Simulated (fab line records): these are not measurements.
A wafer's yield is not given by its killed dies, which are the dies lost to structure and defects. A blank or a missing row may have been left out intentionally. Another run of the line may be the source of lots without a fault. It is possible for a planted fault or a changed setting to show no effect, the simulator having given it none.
Chamber matching -- flow n5 finfet -- pecvd-04 running N5_BEOL_M10_DEP_56: 3 sister chambers
The step deposits SiCN from 3MS/NH3, target thk 15 nm, time 26.5 s. 20 wafers are shown with their chamber, then 10 later ones without.

## WAFERS WITH THEIR CHAMBER
wafer,chamber,throttle valve pct (%),showerhead plenum p Torr (Torr)
L078.2,1,10.3,3.677
L078.3,0,9.2,3.649
L078.6,2,9.0,3.671
L077.4,2,9.0,3.683
L077.5,0,8.9,3.647
L077.6,1,10.2,3.683
L080.2,2,9.4,3.694
L080.4,0,9.2,3.646
L080.5,2,9.1,3.685
L079.1,2,9.0,3.696
L079.4,0,9.3,3.656
L079.6,1,10.2,3.687
L085.1,1,10.3,3.676
L085.4,1,10.1,3.684
L085.6,0,9.2,3.649
L087.1,1,10.2,3.667
L087.2,0,9.2,3.646
L087.5,0,8.9,3.654
L086.2,1,10.3,3.680
L086.4,1,10.2,3.680

SIGNATURES (averages over the wafers above)
reading,chamber 0,chamber 1,chamber 2,scatter within a chamber
throttle valve pct,9.129,10.225,9.100,0.135
showerhead plenum p Torr,3.64957,3.67925,3.68580,0.00667
Rule: a wafer lies at a distance from a chamber equal to the root of the sum of squares, over the readings, of (its reading less the chamber's mean, divided by the reading's scatter). If the next closest chamber is less than 2 further off than the closest, the wafer can't be placed; otherwise it belongs to the closest. The scatter: take each reading less its chamber's mean, square it, sum over the shown wafers, divide by the number of wafers less the number of chambers, and take the root.

## WAFERS WITHOUT THEIR CHAMBER
wafer,throttle valve pct (%),showerhead plenum p Torr (Torr)
L086.5,10.2,3.678
L090.2,9.2,3.654
L090.4,9.2,3.650
L090.6,9.3,3.692
L088.2,9.0,3.656
L088.3,8.9,3.658
L088.6,9.1,3.692
L093.2,9.5,3.678
L093.4,9.0,3.684
L093.6,9.3,3.644

## WHICH CHAMBER EACH ONE RAN IN
wafer,from the rows above,in truth
L086.5,1,1
L090.2,0,0
L090.4,0,0
L090.6,2,2
L088.2,0,0
L088.3,0,0
L088.6,2,2
L093.2,can't be placed: 2 or 0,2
L093.4,2,2
L093.6,0,0
Correct placement for 9 of the 10. From these rows, 1 cannot be placed; in 1 the true chamber is one of the candidates. 0 placed wrongly.
